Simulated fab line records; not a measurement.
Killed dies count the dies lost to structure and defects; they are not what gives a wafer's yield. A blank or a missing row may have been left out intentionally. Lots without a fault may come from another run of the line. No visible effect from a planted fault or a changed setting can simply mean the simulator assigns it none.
fab line records -- flow nand-harc -- part 1 of 2: steps 1 to 4 of 6
record: lots: 23, wafers: 69, last-day: 33
route steps=1302 shown A_ONON_D1@437 A_CHANNEL_HOLE_D1@474 A_CHANNEL_FILL_D1@494
lots that met no fault: taken from a fault-free run of the same line
start-h: hours from the record's opening day to when the first of the lot's shown wafers began -- wait-h: hours from the lot's prior step to this one -- " identical to the entry in the row above -- L1.1+2: several wafers, shown together as one row -- - no value, or no start given -- * or withheld: withheld -- < > ~ a bound
route shown NAME@n: names a module that has steps shown in the file, with the first one's number in the route -- usual: mean and standard deviation over wafers with no fault -- same: alike in all rows -- chamber/n: place in a boat -- sites: per-site readings -- _std_site: their standard deviation -- _edge_site: mean of outer sites minus mean of inner sites -- radius-mm: how far each site lies from the wafer's centre -- mask NAME#n: copy n -- behind: the tool/chamber that last shaped the wafer -- hold: why the lot went on hold/how many hours it stayed there/how the hold came to an end -- device: which transistor (n, p or np) failed to switch -- end of line: tests run on the same wafers once the route is complete -- for a step that has no rows: nothing shown but its recipe -- killed: dies that structure and defects cost at the first sort, which is not the same as the wafer's yield -- map: shows each die of a wafer: x if killed, . if not, _ if none is there
set.NAME: the setting that was run; set.NAME@STEP: the one run at that earlier step -- model.NAME: the simulator's own value behind a step, which no gauge read
the route's steps for a sample of lots (tables are steps, rows are wafers)
services: when a tool's chamber went out of use (start-h, in hours from the record's first day, below 0 if earlier), for how many hours, and the reason
== steps ==
step: NHARC_A_ONON_D1_THK_MEAS_18
recipe: thk-meas-gauge: ellipsometry
usual: thk-nm: 998/9.7
lot.wafer,tool,chamber,start-h,wait-h,thk-nm
L074.3,film-metro-02,-,171.39,-,1002
L074.5,film-metro-02,-,171.39,-,1002
L074.6,film-metro-02,-,171.39,-,1002
L075.1,film-metro-01,-,181.30,-,1007
L075.5,film-metro-01,-,181.30,-,1008
L075.6,film-metro-01,-,181.30,-,1008
L076.1,film-metro-02,-,189.87,-,993
L076.3,film-metro-02,-,189.87,-,993
L076.6,film-metro-02,-,189.87,-,993
L077.2,film-metro-01,-,207.11,-,981
L077.4,film-metro-01,-,207.11,-,980
L077.6,film-metro-01,-,207.11,-,983
L078.2,film-metro-02,-,207.13,-,995
L078.4,film-metro-02,-,207.13,-,998
L078.6,film-metro-02,-,207.13,-,996
L079.1,film-metro-01,-,218.89,-,1021
L079.2,film-metro-01,-,218.89,-,1022
L079.6,film-metro-01,-,218.89,-,1020
L080.2,film-metro-02,-,236.64,-,989
L080.3,film-metro-02,-,236.64,-,990
L080.5,film-metro-02,-,236.64,-,988
L081.4,film-metro-01,-,243.07,-,989
L081.5,film-metro-01,-,243.07,-,989
L081.6,film-metro-01,-,243.07,-,989
L082.2,film-metro-01,-,254.91,-,997
L082.4,film-metro-01,-,254.91,-,998
L082.6,film-metro-01,-,254.91,-,998
L083.1,film-metro-01,-,271.24,-,1017
L083.2,film-metro-01,-,271.24,-,1017
L083.4,film-metro-01,-,271.24,-,1016
L084.2,film-metro-02,-,271.54,-,999
L084.3,film-metro-02,-,271.54,-,996
L084.6,film-metro-02,-,271.54,-,996
L085.1,film-metro-02,-,284.80,-,1000
L085.3,film-metro-02,-,284.80,-,998
L085.6,film-metro-02,-,284.80,-,999
L086.1,film-metro-01,-,290.15,-,987
L086.5,film-metro-01,-,290.15,-,989
L086.6,film-metro-01,-,290.15,-,989
L088.3,film-metro-01,-,320.99,-,981
L088.4,film-metro-01,-,320.99,-,982
L088.6,film-metro-01,-,320.99,-,982
L089.1,film-metro-02,-,320.99,-,994
L089.2,film-metro-02,-,320.99,-,992
L089.3,film-metro-02,-,320.99,-,993
L090.1,film-metro-01,-,346.00,-,1000
L090.2,film-metro-01,-,346.00,-,1000
L090.5,film-metro-01,-,346.00,-,998
L091.1,film-metro-02,-,346.02,-,1002
L091.2,film-metro-02,-,346.02,-,1003
L091.3,film-metro-02,-,346.02,-,1002
L093.1,film-metro-01,-,359.66,-,989
L093.3,film-metro-01,-,359.66,-,989
L093.5,film-metro-01,-,359.66,-,990
L092.2,film-metro-02,-,359.66,-,993
L092.4,film-metro-02,-,359.66,-,993
L092.6,film-metro-02,-,359.66,-,994
L094.3,film-metro-01,-,375.52,-,1006
L094.4,film-metro-01,-,375.52,-,1006
L094.5,film-metro-01,-,375.52,-,1007
L095.2,film-metro-01,-,388.11,-,999
L095.3,film-metro-01,-,388.11,-,998
L095.6,film-metro-01,-,388.11,-,997
L097.4,film-metro-01,-,392.14,-,1010
L097.5,film-metro-01,-,392.14,-,1010
L097.6,film-metro-01,-,392.14,-,1009
L096.1,film-metro-02,-,392.14,-,1000
L096.2,film-metro-02,-,392.14,-,1001
L096.4,film-metro-02,-,392.14,-,1003
step: NHARC_A_CHANNEL_HOLE_D1_ETCH_22
recipe: bias-v: 3000, source-w: withheld, pressure-mtorr: 20, time-s: 666.7, ar-flow-sccm: 375, c4f8-flow-sccm: 89.3, o2-flow-sccm: 35.7, temp-c: -20, target-depth-a: 16000, chemistry: C4F8/O2/Ar
usual: drypump-motor-current-A: 5.6/0.36, he-backside-leak-sccm: 6.6/0.8, showerhead-plenum-p-Torr: 3.64/0.13, throttle-valve-pct: 32.157/0.0095
lot.wafer,tool,chamber,start-h,wait-h,drypump-motor-current-A,he-backside-leak-sccm,rf-hours-counter-h,showerhead-plenum-p-Torr,throttle-valve-pct
L074.3,har-etch-02,1,179.44,0.4,5.7,6.4,-,3.42,32.151
L074.5,har-etch-02,0,179.44,0.4,5.7,7.3,-,3.70,32.159
L074.6,har-etch-02,1,179.44,0.4,5.7,6.4,-,3.42,32.146
L075.1,har-etch-02,1,189.17,0.4,5.7,6.5,300,3.42,32.165
L075.6,har-etch-02,0,189.17,0.4,5.7,7.4,-,3.70,32.137
L075.5,har-etch-02,1,189.17,0.4,5.7,6.5,-,3.42,32.154
L076.1,har-etch-02,0,197.75,0.4,5.7,7.2,308,3.69,32.138
L076.3,har-etch-02,0,197.75,0.4,5.7,7.3,-,3.69,32.143
L076.6,har-etch-02,0,197.75,0.4,5.7,7.0,-,3.69,32.151
L077.2,har-etch-02,1,214.96,0.4,5.7,6.4,319,3.41,32.142
L077.4,har-etch-02,0,214.96,0.4,5.7,7.3,-,3.69,32.167
L077.6,har-etch-02,1,214.96,0.4,5.7,6.3,-,3.41,32.162
L078.2,har-etch-01,1,215.73,0.4,5.1,5.6,103,3.72,32.163
L078.4,har-etch-01,0,215.73,0.4,6.1,6.1,-,3.63,32.153
L078.6,har-etch-01,0,215.73,0.4,6.1,6.1,-,3.63,32.157
L079.1,har-etch-02,1,232.77,0.7,5.7,6.5,331,3.40,32.162
L079.2,har-etch-02,1,232.77,0.7,5.7,6.8,-,3.40,32.146
L079.6,har-etch-02,1,232.77,0.7,5.7,6.7,-,3.40,32.156
L080.2,har-etch-02,1,248.80,0.8,5.7,6.7,-,3.40,32.156
L080.3,har-etch-02,1,248.80,0.8,5.7,6.9,-,3.40,32.149
L080.5,har-etch-02,1,248.80,0.8,5.7,6.7,-,3.40,32.163
L081.4,har-etch-01,0,252.86,0.4,6.1,6.1,-,3.62,32.178
L081.6,har-etch-01,0,252.86,0.4,6.1,6.3,-,3.62,32.151
L081.5,har-etch-01,1,252.86,0.4,5.1,5.8,-,3.71,32.148
L082.2,har-etch-01,0,262.57,0.4,6.1,5.9,130,3.62,32.164
L082.4,har-etch-01,1,262.57,0.4,5.1,6.3,-,3.71,32.142
L082.6,har-etch-01,1,262.57,0.4,5.1,6.5,-,3.71,32.169
L083.2,har-etch-01,1,281.60,0.4,5.1,5.8,142,3.70,32.147
L083.1,har-etch-01,0,281.60,0.4,6.1,6.5,142,3.61,32.146
L083.4,har-etch-01,1,281.60,0.4,5.1,5.7,-,3.70,32.163
L084.2,har-etch-01,1,285.80,0.4,5.1,5.8,146,3.70,32.158
L084.3,har-etch-01,0,285.80,0.4,6.1,6.3,-,3.61,32.162
L084.6,har-etch-01,1,285.80,0.4,5.1,5.9,-,3.70,32.161
L085.1,har-etch-01,1,293.83,0.4,5.1,5.8,153,3.69,32.143
L085.3,har-etch-01,0,293.83,0.4,6.1,6.3,-,3.61,32.158
L085.6,har-etch-01,1,293.83,0.4,5.1,6.2,-,3.69,32.167
L086.1,har-etch-01,0,298.26,0.4,6.1,6.2,157,3.60,32.163
L086.6,har-etch-01,0,298.26,0.4,6.0,6.3,-,3.60,32.171
L086.5,har-etch-01,1,298.26,0.4,5.1,6.2,-,3.69,32.163
L088.3,har-etch-02,0,328.98,0.4,5.7,8.0,-,3.65,32.159
L088.4,har-etch-02,1,328.98,0.4,5.7,6.8,-,3.92,32.149
L088.6,har-etch-02,0,328.98,0.4,5.7,7.8,-,3.65,32.174
L089.1,har-etch-01,0,330.62,0.4,6.0,6.7,176,3.59,32.140
L089.2,har-etch-01,1,330.62,0.4,5.1,6.4,176,3.68,32.166
L089.3,har-etch-01,0,330.62,0.4,6.1,6.8,-,3.59,32.166
L091.2,har-etch-02,0,353.64,0.4,5.7,7.8,387,3.65,32.150
L091.1,har-etch-02,1,353.64,0.4,5.7,7.2,388,3.91,32.168
L091.3,har-etch-02,1,353.64,0.4,5.7,6.9,-,3.91,32.151
L090.2,har-etch-01,1,353.93,0.4,5.1,6.2,184,3.68,32.135
L090.1,har-etch-01,0,353.93,0.4,6.1,6.7,184,3.59,32.173
L090.5,har-etch-01,1,353.93,0.4,5.1,6.0,-,3.68,32.154
L092.2,har-etch-01,0,368.82,0.4,6.1,6.7,195,3.58,32.170
L092.4,har-etch-01,0,368.82,0.4,6.0,6.6,-,3.58,32.161
L092.6,har-etch-01,0,368.82,0.4,6.1,6.5,-,3.58,32.150
L093.1,har-etch-02,0,369.86,0.4,5.7,8.1,402,3.64,32.156
L093.3,har-etch-02,0,369.86,0.4,5.7,8.0,-,3.64,32.159
L093.5,har-etch-02,0,369.86,0.4,5.7,7.8,-,3.64,32.156
L094.4,har-etch-01,0,385.02,0.4,6.1,6.6,-,3.58,32.151
L094.3,har-etch-01,1,385.02,0.4,5.1,6.0,-,3.66,32.150
L094.5,har-etch-01,0,385.02,0.4,6.1,6.4,-,3.58,32.152
L095.2,har-etch-01,1,402.53,0.4,5.1,6.5,222,3.66,32.162
L095.3,har-etch-01,0,402.53,0.4,6.0,6.7,-,3.57,32.157
L095.6,har-etch-01,1,402.53,0.4,5.1,7.2,-,3.66,32.156
L096.1,har-etch-02,0,403.76,0.4,5.7,4.6,9,3.63,32.155
L096.2,har-etch-02,1,403.76,0.4,5.7,5.5,9,3.90,32.152
L096.4,har-etch-02,0,403.76,0.4,5.7,4.6,-,3.63,32.153
L097.4,har-etch-01,1,406.93,0.4,5.1,6.0,-,3.66,32.159
L097.5,har-etch-01,0,406.93,0.4,6.1,6.6,-,3.57,32.168
L097.6,har-etch-01,1,406.93,0.4,5.1,6.3,-,3.65,32.153
step: NHARC_A_CHANNEL_HOLE_D1_ETCH_23
recipe: bias-v: 5000, source-w: withheld, pressure-mtorr: 20, time-s: 819, ar-flow-sccm: 375, c4f8-flow-sccm: 89.3, o2-flow-sccm: 35.7, temp-c: -20, target-depth-a: 16000, chemistry: C4F8/O2/Ar
usual: drypump-motor-current-A: 5.6/0.36, he-backside-leak-sccm: 6.5/0.63, showerhead-plenum-p-Torr: 3.64/0.14, throttle-valve-pct: 32.156/0.0094
lot.wafer,tool,chamber,start-h,wait-h,drypump-motor-current-A,he-backside-leak-sccm,rf-hours-counter-h,showerhead-plenum-p-Torr,throttle-valve-pct
L074.3,har-etch-02,1,180.07,0.5,5.7,6.4,-,3.42,32.159
L074.5,har-etch-02,0,180.07,0.5,5.7,7.0,-,3.70,32.161
L074.6,har-etch-02,1,180.07,0.5,5.7,6.4,-,3.42,32.152
L075.1,har-etch-02,1,189.76,0.5,5.7,6.3,300,3.42,32.170
L075.6,har-etch-02,0,189.76,0.5,5.8,7.1,-,3.70,32.142
L075.5,har-etch-02,1,189.76,0.5,5.7,6.4,-,3.42,32.154
L076.1,har-etch-02,0,198.34,0.5,5.7,7.5,308,3.69,32.148
L076.3,har-etch-02,0,198.34,0.5,5.7,7.5,-,3.69,32.146
L076.6,har-etch-02,0,198.34,0.5,5.7,7.7,-,3.69,32.159
L077.2,har-etch-02,1,215.52,0.5,5.7,6.3,320,3.41,32.153
L077.4,har-etch-02,0,215.52,0.5,5.7,7.1,-,3.69,32.160
L077.6,har-etch-02,1,215.52,0.5,5.7,6.5,-,3.41,32.170
L078.2,har-etch-01,1,216.32,0.5,5.1,5.7,104,3.72,32.183
L078.4,har-etch-01,0,216.32,0.5,6.1,6.2,-,3.63,32.152
L078.6,har-etch-01,0,216.32,0.5,6.1,6.3,-,3.63,32.148
L079.1,har-etch-02,1,233.89,0.9,5.7,6.5,332,3.40,32.166
L079.2,har-etch-02,1,233.89,0.9,5.7,6.3,-,3.40,32.176
L079.6,har-etch-02,1,233.89,0.9,5.7,6.3,-,3.40,32.151
L080.2,har-etch-02,1,249.98,1.0,5.7,6.4,-,3.40,32.153
L080.3,har-etch-02,1,249.98,1.0,5.7,6.7,-,3.40,32.165
L080.5,har-etch-02,1,249.98,1.0,5.7,6.4,-,3.40,32.149
L081.4,har-etch-01,0,253.47,0.5,6.1,6.5,-,3.62,32.151
L081.6,har-etch-01,0,253.47,0.5,6.1,6.3,-,3.62,32.166
L081.5,har-etch-01,1,253.47,0.5,5.1,6.2,-,3.71,32.152
L082.2,har-etch-01,0,263.14,0.5,6.1,6.1,131,3.62,32.164
L082.4,har-etch-01,1,263.14,0.5,5.1,5.7,-,3.71,32.155
L082.6,har-etch-01,1,263.14,0.5,5.1,5.8,-,3.71,32.146
L083.2,har-etch-01,1,282.17,0.5,5.1,5.9,142,3.70,32.155
L083.1,har-etch-01,0,282.17,0.5,6.1,6.5,142,3.61,32.148
L083.4,har-etch-01,1,282.17,0.5,5.1,6.0,-,3.70,32.148
L084.2,har-etch-01,1,286.36,0.5,5.1,6.3,146,3.70,32.178
L084.3,har-etch-01,0,286.36,0.5,6.1,5.7,-,3.61,32.164
L084.6,har-etch-01,1,286.36,0.5,5.1,6.1,-,3.70,32.127
L085.1,har-etch-01,1,294.41,0.5,5.1,6.5,154,3.69,32.148
L085.3,har-etch-01,0,294.41,0.5,6.1,6.6,-,3.61,32.151
L085.6,har-etch-01,1,294.41,0.5,5.1,5.9,-,3.69,32.163
L086.1,har-etch-01,0,298.83,0.5,6.1,6.8,158,3.60,32.168
L086.6,har-etch-01,0,298.83,0.5,6.1,6.5,-,3.60,32.160
L086.5,har-etch-01,1,298.83,0.5,5.1,6.2,-,3.69,32.147
L088.3,har-etch-02,0,329.59,0.5,5.7,7.8,-,3.65,32.162
L088.4,har-etch-02,1,329.59,0.5,5.7,6.9,-,3.92,32.159
L088.6,har-etch-02,0,329.59,0.5,5.7,7.8,-,3.65,32.167
L089.1,har-etch-01,0,331.54,0.8,6.1,6.4,177,3.59,32.166
L089.2,har-etch-01,1,331.54,0.8,5.1,6.2,177,3.68,32.138
L089.3,har-etch-01,0,331.54,0.8,6.1,6.4,-,3.59,32.142
L091.2,har-etch-02,0,354.21,0.5,5.7,7.4,388,3.65,32.156
L091.1,har-etch-02,1,354.21,0.5,5.7,6.8,388,3.91,32.172
L091.3,har-etch-02,1,354.21,0.5,5.7,7.0,-,3.91,32.157
L090.2,har-etch-01,1,354.50,0.5,5.1,6.9,184,3.68,32.161
L090.1,har-etch-01,0,354.50,0.5,6.1,6.7,184,3.59,32.152
L090.5,har-etch-01,1,354.50,0.5,5.1,6.6,-,3.68,32.154
L092.2,har-etch-01,0,369.41,0.5,6.1,6.8,196,3.58,32.145
L092.4,har-etch-01,0,369.41,0.5,6.1,6.8,-,3.58,32.151
L092.6,har-etch-01,0,369.41,0.5,6.1,6.8,-,3.58,32.159
L093.1,har-etch-02,0,370.44,0.5,5.7,7.9,403,3.64,32.135
L093.3,har-etch-02,0,370.44,0.5,5.7,7.9,-,3.64,32.159
L093.5,har-etch-02,0,370.44,0.5,5.7,7.8,-,3.64,32.157
L094.4,har-etch-01,0,385.64,0.5,6.1,6.8,-,3.58,32.170
L094.3,har-etch-01,1,385.64,0.5,5.1,7.1,-,3.67,32.159
L094.5,har-etch-01,0,385.64,0.5,6.1,6.5,-,3.58,32.140
L095.2,har-etch-01,1,403.09,0.5,5.1,6.2,222,3.66,32.155
L095.3,har-etch-01,0,403.09,0.5,6.1,7.3,-,3.57,32.144
L095.6,har-etch-01,1,403.09,0.5,5.1,5.4,-,3.66,32.142
L096.1,har-etch-02,0,404.33,0.5,5.7,4.9,9,3.63,32.152
L096.2,har-etch-02,1,404.33,0.5,5.7,5.3,9,3.90,32.169
L096.4,har-etch-02,0,404.33,0.5,5.7,4.8,-,3.63,32.144
L097.4,har-etch-01,1,407.56,0.5,5.1,6.5,-,3.65,32.163
L097.5,har-etch-01,0,407.56,0.5,6.1,6.7,-,3.57,32.139
L097.6,har-etch-01,1,407.56,0.5,5.1,6.6,-,3.66,32.141
step: NHARC_A_CHANNEL_HOLE_D1_ETCH_44
recipe: target-depth-a: 1400, overetch-a: 140, time-s: 77, ion-energy-ev: 100, cf4-flow-sccm: 80, o2-flow-sccm: 20, ar-flow-sccm: 0, rf-w: 300, bias-w: 100, chemistry: CF4/O2
usual: bias-w: 100.01/0.28, drypump-motor-current-A: 5.7/0.31, oes-product-au: 0.995/0.011, rf-vpp-V: 197.4/1.3, showerhead-plenum-p-Torr: 1.32/0.048, throttle-valve-pct: 13.397/0.009
lot.wafer,tool,chamber,start-h,wait-h,bias-w,drypump-motor-current-A,oes-product-au,rf-hours-counter-h,rf-vpp-V,showerhead-plenum-p-Torr,throttle-valve-pct
L074.3,rie-diel-03,0,183.03,0.1,100.56,5.7,1.009,6,197.8,1.27,13.406
L074.6,rie-diel-03,0,183.03,0.1,100.54,5.7,0.994,-,196.3,1.27,13.399
L074.5,rie-diel-03,1,183.03,0.1,99.56,5.7,0.991,-,199.9,1.39,13.387
L075.1,rie-diel-04,1,193.19,0.1,99.53,5.5,0.999,3,197.7,1.38,13.394
L075.5,rie-diel-04,0,193.19,0.1,99.93,5.9,0.996,-,199.5,1.35,13.379
L075.6,rie-diel-04,1,193.19,0.1,100.08,5.6,1.011,-,196.5,1.38,13.384
L076.1,rie-diel-03,1,201.52,0.1,100.22,5.7,0.983,7,198.7,1.39,13.390
L076.3,rie-diel-03,2,201.52,0.1,100.00,5.0,0.996,7,197.2,1.31,13.411
L076.6,rie-diel-03,0,201.52,0.1,99.98,5.7,1.003,-,197.0,1.27,13.393
L077.2,rie-diel-03,0,218.80,0.1,100.30,5.7,1.011,8,195.9,1.27,13.407
L077.4,rie-diel-03,2,218.80,0.1,100.45,5.0,0.993,8,197.1,1.31,13.405
L077.6,rie-diel-03,1,218.80,0.1,99.78,5.7,0.990,-,199.8,1.39,13.392
L078.4,rie-diel-12,3,219.55,0.1,99.83,5.6,0.964,40,195.7,1.28,13.406
L078.2,rie-diel-12,1,219.55,0.1,100.29,5.8,1.007,42,198.9,1.35,13.410
L078.6,rie-diel-12,2,219.55,0.1,100.01,5.7,0.985,-,197.6,1.35,13.381
L079.2,rie-diel-03,1,239.96,0.1,100.10,5.7,0.998,9,198.7,1.39,13.394
L079.1,rie-diel-03,2,239.96,0.1,100.04,5.0,0.991,9,196.8,1.31,13.394
L079.6,rie-diel-03,0,239.96,0.1,99.98,5.7,1.009,-,196.5,1.27,13.397
L080.2,rie-diel-04,2,255.84,0.1,100.07,6.2,1.002,19,199.0,1.42,13.386
L080.3,rie-diel-04,1,255.84,0.1,100.19,5.6,0.994,21,198.4,1.38,13.407
L080.5,rie-diel-04,2,255.84,0.1,100.50,6.2,1.013,-,199.8,1.42,13.405
L081.4,rie-diel-12,2,256.52,0.1,100.25,5.8,0.984,59,197.1,1.35,13.392
L081.5,rie-diel-12,2,256.52,0.1,100.22,5.8,0.976,-,198.6,1.35,13.407
L081.6,rie-diel-12,3,256.52,0.1,100.25,5.6,0.980,-,196.0,1.28,13.393
L082.2,rie-diel-03,0,266.42,0.1,100.20,5.7,1.001,12,196.3,1.27,13.406
L082.4,rie-diel-03,2,266.42,0.1,99.65,5.0,1.001,11,197.0,1.31,13.381
L082.6,rie-diel-03,1,266.42,0.1,99.60,5.7,0.978,-,198.9,1.39,13.388
L083.2,rie-diel-12,2,290.14,0.1,100.59,5.8,0.986,0,199.0,1.35,13.395
L083.1,rie-diel-12,3,290.14,0.1,99.97,5.6,0.972,5,197.1,1.28,13.391
L083.4,rie-diel-12,1,290.14,0.1,100.35,5.8,0.993,5,198.9,1.35,13.406
L084.2,rie-diel-12,3,290.92,0.3,99.82,5.6,0.982,6,196.6,1.28,13.402
L084.3,rie-diel-12,0,290.92,0.3,99.36,5.8,0.996,6,195.7,1.30,13.404
L084.6,rie-diel-12,2,290.92,0.3,99.79,5.8,0.985,-,200.3,1.35,13.397
L085.3,rie-diel-12,3,297.71,0.1,99.97,5.6,0.973,8,195.7,1.28,13.402
L085.1,rie-diel-12,2,297.71,0.1,99.92,5.8,0.973,2,196.4,1.35,13.394
L085.6,rie-diel-12,3,297.71,0.1,100.42,5.6,0.987,-,196.2,1.28,13.394
L086.1,rie-diel-12,0,302.12,0.1,100.36,5.8,1.001,9,197.4,1.30,13.387
L086.6,rie-diel-12,2,302.12,0.1,100.16,5.8,0.991,-,197.3,1.34,13.383
L086.5,rie-diel-12,3,302.12,0.1,100.16,5.6,0.994,-,195.6,1.28,13.399
L088.4,rie-diel-03,2,332.67,0.1,100.52,5.0,0.997,4,198.5,1.30,13.381
L088.3,rie-diel-03,3,332.67,0.1,100.09,6.1,1.004,4,195.2,1.26,13.399
L088.6,rie-diel-03,3,332.67,0.1,100.04,6.1,1.004,-,197.7,1.26,13.395
L089.1,rie-diel-03,1,334.86,0.1,100.03,5.7,0.975,5,199.1,1.39,13.400
L089.2,rie-diel-03,2,334.86,0.1,99.52,5.0,1.004,5,197.7,1.30,13.402
L089.3,rie-diel-03,3,334.86,0.1,99.60,6.1,0.996,4,197.5,1.26,13.387
L091.2,rie-diel-03,0,357.49,0.1,100.71,5.7,1.013,6,196.3,1.27,13.409
L091.1,rie-diel-03,1,357.49,0.1,100.03,5.7,0.995,6,198.4,1.39,13.400
L091.3,rie-diel-03,2,357.49,0.1,100.18,5.0,1.011,7,196.2,1.30,13.387
L090.2,rie-diel-03,3,358.08,0.1,100.07,6.1,0.994,6,195.9,1.26,13.402
L090.1,rie-diel-03,2,358.08,0.1,99.99,5.0,1.005,7,198.0,1.30,13.385
L090.5,rie-diel-03,0,358.08,0.1,99.90,5.8,1.003,-,195.9,1.27,13.399
L092.4,rie-diel-03,2,372.58,0.1,100.00,5.0,1.004,8,197.2,1.30,13.408
L092.2,rie-diel-03,3,372.58,0.1,100.17,6.1,1.002,8,195.6,1.26,13.391
L092.6,rie-diel-03,0,372.58,0.1,99.81,5.8,0.987,-,195.3,1.27,13.404
L093.3,rie-diel-03,2,373.71,0.1,99.71,5.0,1.001,8,196.6,1.30,13.414
L093.1,rie-diel-03,3,373.71,0.1,100.23,6.1,0.999,8,195.8,1.26,13.404
L093.5,rie-diel-03,3,373.71,0.1,99.98,6.1,1.003,-,195.6,1.26,13.388
L094.3,rie-diel-12,2,388.75,0.1,100.20,5.8,1.009,33,197.5,1.34,13.406
L094.4,rie-diel-12,1,388.75,0.1,100.10,5.8,1.004,40,197.5,1.34,13.394
L094.5,rie-diel-12,2,388.75,0.1,99.78,5.8,1.002,-,197.7,1.34,13.418
L095.2,rie-diel-03,3,406.34,0.1,100.03,6.1,0.997,12,197.5,1.26,13.379
L095.3,rie-diel-03,0,406.34,0.1,100.05,5.7,1.008,11,196.5,1.27,13.395
L095.6,rie-diel-03,0,406.34,0.1,99.90,5.7,1.011,-,196.8,1.27,13.405
L096.1,rie-diel-12,1,407.63,0.1,99.81,5.8,0.997,44,197.8,1.34,13.394
L096.2,rie-diel-12,3,407.63,0.1,100.05,5.6,0.979,40,195.2,1.27,13.405
L096.4,rie-diel-12,0,407.63,0.1,100.07,5.9,1.001,42,197.9,1.29,13.381
L097.4,rie-diel-03,0,410.49,0.1,99.80,5.7,1.003,11,197.5,1.27,13.399
L097.6,rie-diel-03,3,410.49,0.1,99.77,6.1,1.012,-,196.8,1.26,13.414
L097.5,rie-diel-03,0,410.49,0.1,99.68,5.7,1.011,-,197.2,1.27,13.397
